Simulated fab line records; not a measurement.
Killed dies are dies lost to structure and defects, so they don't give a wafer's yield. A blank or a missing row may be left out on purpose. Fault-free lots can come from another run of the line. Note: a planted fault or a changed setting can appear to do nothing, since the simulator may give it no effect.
Which tool was responsible? + flow nand-harc + 12 lots with 36 wafers sampled at 4 steps, on a route of 1159 steps

## WHAT THE GAUGES READ, wafer by wafer
NHARC_P_START_INSPECT_01.
| lot  | measured    | on                | raw-defect-count |
|------|-------------|-------------------|------------------|
| L718 | day 1 18:02 | defect-inspect-02 | 2 3 2            |
| L719 | day 2 00:02 | defect-inspect-02 | 5 1 1            |
| L722 | day 2 18:02 | defect-inspect-02 | 6 3 1            |
| L731 | day 5 00:02 | defect-inspect-01 | 5 3 3            |
| L732 | day 5 06:02 | defect-inspect-01 | 6 4 5            |
| L733 | day 5 12:02 | defect-inspect-01 | 4 4 5            |
| L734 | day 5 18:02 | defect-inspect-01 | 7 0 4            |
| L736 | day 6 06:02 | defect-inspect-01 | 6 9 4            |
| L737 | day 6 12:02 | defect-inspect-02 | 3 4 1            |
| L738 | day 6 18:02 | defect-inspect-01 | 7 4 6            |
| L739 | day 7 00:02 | defect-inspect-02 | 6 7 4            |
| L740 | day 7 06:02 | defect-inspect-01 | 4 2 3            |

NHARC_P_ZERO_WELL_CD_MEAS_24: the cd target is 720 nm.
| lot  | measured    | on        | cd-nm (nm)        |
|------|-------------|-----------|-------------------|
| L718 | day 1 20:33 | cd-sem-03 | 715.5 719.3 716.6 |
| L719 | day 2 02:37 | cd-sem-02 | 721.5 721.4 718.9 |
| L722 | day 2 20:24 | cd-sem-02 | 696.6 698.0 697.8 |
| L731 | day 5 02:35 | cd-sem-01 | 719.4 719.0 718.9 |
| L732 | day 5 08:29 | cd-sem-02 | 719.6 719.3 714.5 |
| L733 | day 5 14:21 | cd-sem-03 | 720.7 717.0 716.5 |
| L734 | day 5 20:34 | cd-sem-02 | 722.1 719.9 719.0 |
| L736 | day 6 08:36 | cd-sem-01 | 717.7 717.2 717.1 |
| L737 | day 6 14:21 | cd-sem-03 | 720.1 719.8 719.3 |
| L738 | day 6 20:34 | cd-sem-01 | 721.5 720.2 718.2 |
| L739 | day 7 02:20 | cd-sem-02 | 720.5 719.2 721.1 |
| L740 | day 7 08:28 | cd-sem-01 | 720.3 717.7 720.5 |

## EACH LOT AND THE TOOL THAT RAN IT (in order: tool; ch and the chambers of the sampled wafers; start)
| lot  | NHARC_P_ZERO_WELL_DESCUM_13       | NHARC_P_ZERO_WELL_EXPOSE_21      |
|------|-----------------------------------|----------------------------------|
| L718 | rie-diel-07 ch 0,1, day 1 19:21   | krf-scanner-01 ch 0, day 1 20:23 |
| L719 | rie-diel-09 ch 0,2,3, day 2 01:26 | krf-scanner-04 ch 0, day 2 02:27 |
| L722 | rie-diel-09 ch 0,2, day 2 19:17   | krf-scanner-01 ch 0, day 2 20:15 |
| L731 | rie-diel-07 ch 0,1,2, day 5 01:25 | krf-scanner-01 ch 0, day 5 02:26 |
| L732 | rie-diel-07 ch 0,1, day 5 07:17   | krf-scanner-04 ch 0, day 5 08:20 |
| L733 | rie-diel-09 ch 0,1,2, day 5 13:17 | krf-scanner-04 ch 0, day 5 14:11 |
| L734 | rie-diel-07 ch 2,3, day 5 19:17   | krf-scanner-01 ch 0, day 5 20:25 |
| L736 | rie-diel-07 ch 1,3, day 6 07:25   | krf-scanner-01 ch 0, day 6 08:26 |
| L737 | rie-diel-01 ch 1,2,3, day 6 13:18 | krf-scanner-01 ch 0, day 6 14:12 |
| L738 | rie-diel-09 ch 2,3, day 6 19:17   | krf-scanner-03 ch 0, day 6 20:24 |
| L739 | rie-diel-09 ch 2,3, day 7 01:16   | krf-scanner-03 ch 0, day 7 02:10 |
| L740 | rie-diel-07 ch 0,2, day 7 07:17   | krf-scanner-01 ch 0, day 7 08:18 |
- NHARC_P_ZERO_WELL_DESCUM_13: chemistry O2, time 3 s.
- NHARC_P_ZERO_WELL_EXPOSE_21: exposes mask P NWELL, target cd 720 nm.

## WHAT THE TOOLS THEMSELVES READ (means of the sampled wafers that have a number; where no wafer has one, the mark that the record gives instead)
NHARC_P_ZERO_WELL_DESCUM_13.
| lot  | tool        | drypump-motor-current-A (A) | oes-product-au (a.u.) | rf-vpp-V (V) | showerhead-plenum-p-Torr (Torr) | throttle-valve-pct (%) |
|------|-------------|-----------------------------|-----------------------|--------------|---------------------------------|------------------------|
| L718 | rie-diel-07 | 5.74                        | 0.995                 | 57.4         | 1.89                            | 11.313                 |
| L719 | rie-diel-09 | 5.61                        | 0.996                 | 58.3         | 1.99                            | 11.319                 |
| L722 | rie-diel-09 | 5.75                        | 1.002                 | 57.9         | 1.93                            | 11.307                 |
| L731 | rie-diel-07 | 5.89                        | 1.000                 | 57.8         | 1.89                            | 11.316                 |
| L732 | rie-diel-07 | 5.88                        | 0.998                 | 58.2         | 1.86                            | 11.320                 |
| L733 | rie-diel-09 | 5.71                        | 1.007                 | 57.5         | 1.92                            | 11.309                 |
| L734 | rie-diel-07 | 6.25                        | 1.015                 | 57.0         | 1.84                            | 11.304                 |
| L736 | rie-diel-07 | 6.17                        | 1.008                 | 56.8         | 1.81                            | 11.316                 |
| L737 | rie-diel-01 | 5.77                        | 0.990                 | 58.1         | 1.97                            | 11.314                 |
| L738 | rie-diel-09 | 5.58                        | 0.982                 | 57.4         | 1.93                            | 11.313                 |
| L739 | rie-diel-09 | 5.57                        | 0.998                 | 57.7         | 1.93                            | 11.310                 |
| L740 | rie-diel-07 | 5.79                        | 1.001                 | 57.5         | 1.92                            | 11.320                 |

## THE ANSWER, worked out from the rows above alone
Rule: the usual values come from the lots themselves. The widest of any qualifying gaps counts: lots, ordered by their means at a reading, are off when they make up no more than a third of the lots, leave a main group of 4 or more, and stand apart from it by 3 or more times the standard deviation of that group's means. Not used: any main group whose means are identical at the precision the tables above print for the reading. Also off: a lot with no number at a reading for which 4 or more lots have one. Any other lot the step has rows for is counted as sound. After the gauges, taken in route order, come the tools' own readings; for these a lot's mean is taken, as printed above. At the first step where some lot is off, the reading lying furthest off is the one used; lots without a number count as furthest.
Off: L722, at NHARC_P_ZERO_WELL_CD_MEAS_24 (cd-nm). The main group has a mean of 719.1 nm with a standard deviation of 1.2.
If a tool, at a process step before that reading, ran all the lots that are off and no sound lot after the first of them, it fits. Those tools and the gauges at NHARC_P_ZERO_WELL_CD_MEAS_24 are tried in the same way. Of those tried, none fits.

## WHAT THE SIMULATOR HAD INSERTED
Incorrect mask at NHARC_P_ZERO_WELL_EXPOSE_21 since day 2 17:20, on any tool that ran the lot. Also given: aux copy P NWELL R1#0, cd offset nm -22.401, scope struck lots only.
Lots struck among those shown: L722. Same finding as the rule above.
